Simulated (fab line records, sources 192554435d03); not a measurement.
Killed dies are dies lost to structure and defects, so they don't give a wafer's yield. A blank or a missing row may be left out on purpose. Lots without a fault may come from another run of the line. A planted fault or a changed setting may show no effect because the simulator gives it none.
Problem report in the 8D (eight disciplines) form, filled by code | flow n5_finfet | the parts of the form that need people (team, actions taken, sign-off) are left out

1. THE PROBLEM
raw_defect_count at N5_BEOL_M7_INSPECT_13 reads a mean of 1524 on 2 wafers of 1 lot; wafers without a fault read 493 with a standard deviation of 120. That is +8.6 standard deviations from the usual mean.
The step: inspects for defects (brightfield).
First seen on wafer L770.4, day 14 02:48, on defect_inspect-01. The record holds 30 wafers of 10 lots with a number at this step. Rule for "out", or "out of limits": more than 4 standard deviations from the usual mean. The other wafers with a number count as sound.

2. WHAT IT IS AND WHAT IT IS NOT
question                    | is                | is not
which readings at this step | raw_defect_count  | -
which lots                  | L770              | L759, L760, L762, L763, L772, L773, L775, L776, L779
which wafers of those lots  | L770.4, L770.6    | L770.5
read on which gauges        | defect_inspect-01 | defect_inspect-02
when                        | from day 14 02:48 | up to then (13 sound wafers); but 15 sound wafers of L772, L773, L775, L776, L779 came after

3. SUSPECTS, AND WHAT RULES EACH OUT
Counting: a tool at a process step up to the reading stays a suspect if it ran every lot that is out. Sound lots after the first of them don't rule it out here, since some wafers of a struck lot are sound.
- the gauge at N5_BEOL_M7_INSPECT_13: ruled out. All the wafers that are out were read on defect_inspect-01, but those of them that N5_PASSIVATION_PROBE_49 has rows for are out there too, on other tools.
- pecvd-04 at N5_BEOL_M7_PECVD_70 (deposits SiO2 from TEOS/O2, target thk 20 nm, time 22.7 s): kept. It ran the lot that is out, L770 (day 14 01:41); its last sound lot up to then is L760 (day 12 03:12).
- pvd_sputter-03 at N5_BEOL_M7_HM_DEP_02 (deposits TiN, target thk 20 nm): kept. It ran the lot that is out, L770 (day 14 02:15); its last sound lot up to then is L760 (day 12 03:20).
- Within pecvd-04 at N5_BEOL_M7_PECVD_70: the wafers that are out ran in chambers 0, 1; their sound lot-mates ran in chamber 2.
Left after counting: pecvd-04 at N5_BEOL_M7_PECVD_70, pvd_sputter-03 at N5_BEOL_M7_HM_DEP_02.

4. THE CAUSE (what the simulator had put in)
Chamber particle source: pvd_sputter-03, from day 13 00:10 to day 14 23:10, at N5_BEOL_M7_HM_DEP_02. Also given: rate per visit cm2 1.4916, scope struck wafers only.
Counting left 2 suspects, and this tool is among them.

5. THE CHAIN OF EFFECTS, in route order
Each row: a reading whose mean over the struck wafers that have a number lies more than 3 standard deviations from the usual. Only readings for which the record gives a usual standard deviation are gone through. hours: the time from each lot's start at the first step in this table that gives one to its start at this step, as a median over the lots. sigmas: the change in usual standard deviations.
hours | step                    | reading              | usual  | on struck wafers | change | sigmas
0     | N5_BEOL_M7_INSPECT_13   | raw_defect_count     | 493    | 1524             | +1032  | +8.6
3     | N5_BEOL_M7_INSPECT_30   | raw_defect_count     | 492    | 1551             | +1059  | +8.8
86    | N5_PASSIVATION_PROBE_49 | defect_limited_yield | 91.1 % | 84.4             | -6.7   | -4.8
86    | N5_PASSIVATION_PROBE_49 | killed_at_M4_up      | 14     | 108              | +94    | +17
86    | N5_PASSIVATION_PROBE_49 | killed_dies          | 105    | 183              | +78    | +4.6
86    | N5_PASSIVATION_PROBE_49 | killed_on_rim        | 13     | 26               | +12    | +3.4
86    | N5_PASSIVATION_PROBE_49 | sort_bin_5_function  | 5.3 %  | 8.6              | +3.3   | +3.4
86    | N5_PASSIVATION_PROBE_49 | sort_n_pass          | 1075   | 997              | -78    | -4.6
86    | N5_PASSIVATION_PROBE_49 | sort_yield_pct       | 91.1 % | 84.4             | -6.7   | -4.8
The process steps in it:
- N5_PASSIVATION_PROBE_49
Later measuring or inspecting steps at which every struck wafer that the step has a row for has a number for every such reading, and none has moved that far: N5_BEOL_M7_CD_MEAS_18.

6. WHAT WOULD HAVE CAUGHT IT SOONER
In this record the first reading out of limits at a measuring or inspecting step was taken at day 14 02:48, 27 hours after the fault began at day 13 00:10.
Of the tool readings at N5_BEOL_M7_HM_DEP_02 for which the record gives a usual standard deviation, none was out on any struck wafer, so an alarm limit of 4 standard deviations on them would not have fired.
All the lots that are out (1) had begun N5_BEOL_M7_HM_DEP_02 on pvd_sputter-03 by day 14 02:48. A hold on the tool at that time would have spared none of them.
